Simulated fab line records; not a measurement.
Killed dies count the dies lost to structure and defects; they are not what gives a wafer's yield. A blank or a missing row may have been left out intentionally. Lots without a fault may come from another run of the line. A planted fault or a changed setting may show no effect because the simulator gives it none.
A lot that was struck, set against a sound lot	flow nand harc	14 steps out of a route of 1302
Sound: these wafers, L864.2, L864.4, L864.5. Struck: wafers L881.1, L881.6. (L881.4 of the same lot was not struck and is left out.) The cause comes at the end.
Order at every step that has rows: each side's tool, ch and its chambers, its first start. Under that, the readings that differ: sound wafers	struck wafers	difference of the means	sigmas: that difference in standard deviations of wafers without a fault.
alike: same words and numbers on both sides, and readings whose means sit less than 2 such deviations apart. not compared: any withheld reading, any reading some wafer has no value for, any bound like >300 that may hide the same value, and any number with overlapping values for which the record gives no deviation.
The two part at a step that has a row with sigmas, a row that says differs or no value, or rows on one side only. Numbers that have no deviation but don't overlap get no sigmas and don't part them. A reading missing from all wafers of one side parts the sides only when that side holds two or more wafers.

first, 9 steps without rows for these wafers: NHARC_THIN_TSV_PVD_24 (deposits Al, target thk 800 nm); NHARC_THIN_TSV_DEHYDRATE_25 (time 120 s); NHARC_THIN_TSV_HMDS_26 (time 30 s); NHARC_THIN_TSV_COAT_27; NHARC_THIN_TSV_SOFTBAKE_28 (time 95 s); NHARC_THIN_TSV_EBR_29; NHARC_THIN_TSV_EXPOSE_30 (exposes mask PAD); NHARC_THIN_TSV_PEB_31 (peb time 85 s); NHARC_THIN_TSV_DEVELOP_32 (time 70 s).
NHARC_THIN_TSV_CD_MEAS_33: the cd target is 5000 nm.
  sound on cd sem-01 ch 0, day 24 03:30; struck on cd sem-01 ch 0, day 30 21:01
  alike: cd nm
then, 1 step without rows for these wafers: NHARC_THIN_TSV_HARDBAKE_34 (time 80 s).
NHARC_THIN_TSV_DESCUM_35: chemistry O2, time 3 s.
  sound on rie diel-08 ch 1,2, day 24 03:40; struck on rie diel-01 ch 1,2, day 30 21:10
  alike: drypump motor current A, oes product au, rf vpp V, showerhead plenum p Torr, throttle valve pct
  not compared: rf hours counter h
NHARC_THIN_TSV_ETCH_59: etches the open film in Cl2/BCl3, target depth 880 nm, time 138.1 s.
  sound on rie metal-03 ch 0,1, day 24 03:47; struck on rie metal-03 ch 0,1, day 30 21:20
reading	sound	struck	difference	sigmas
oes product au (a.u.)	0.998 0.993 1.012	0.938 0.936	-0.064	-10
  alike: drypump motor current A, throttle valve pct
  not compared: rf hours counter h
NHARC_THIN_TSV_ETCH_36: etches the open film in Cl2/BCl3, target depth 65 nm, time 18.571 s.
  sound on rie metal-03 ch 0,1, day 24 04:03; struck on rie metal-03 ch 1, day 30 21:34
  alike: drypump motor current A, oes product au
  not compared: rf hours counter h

== WHERE THEY PART ==
Only at NHARC_THIN_TSV_ETCH_59, within this record. Later steps at which nothing parts them and some readings are alike: NHARC_THIN_TSV_ETCH_36.

WHY: what had been put in by the simulator
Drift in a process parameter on rie metal-03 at NHARC_THIN_TSV_ETCH_59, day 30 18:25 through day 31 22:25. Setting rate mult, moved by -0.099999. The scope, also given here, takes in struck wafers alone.
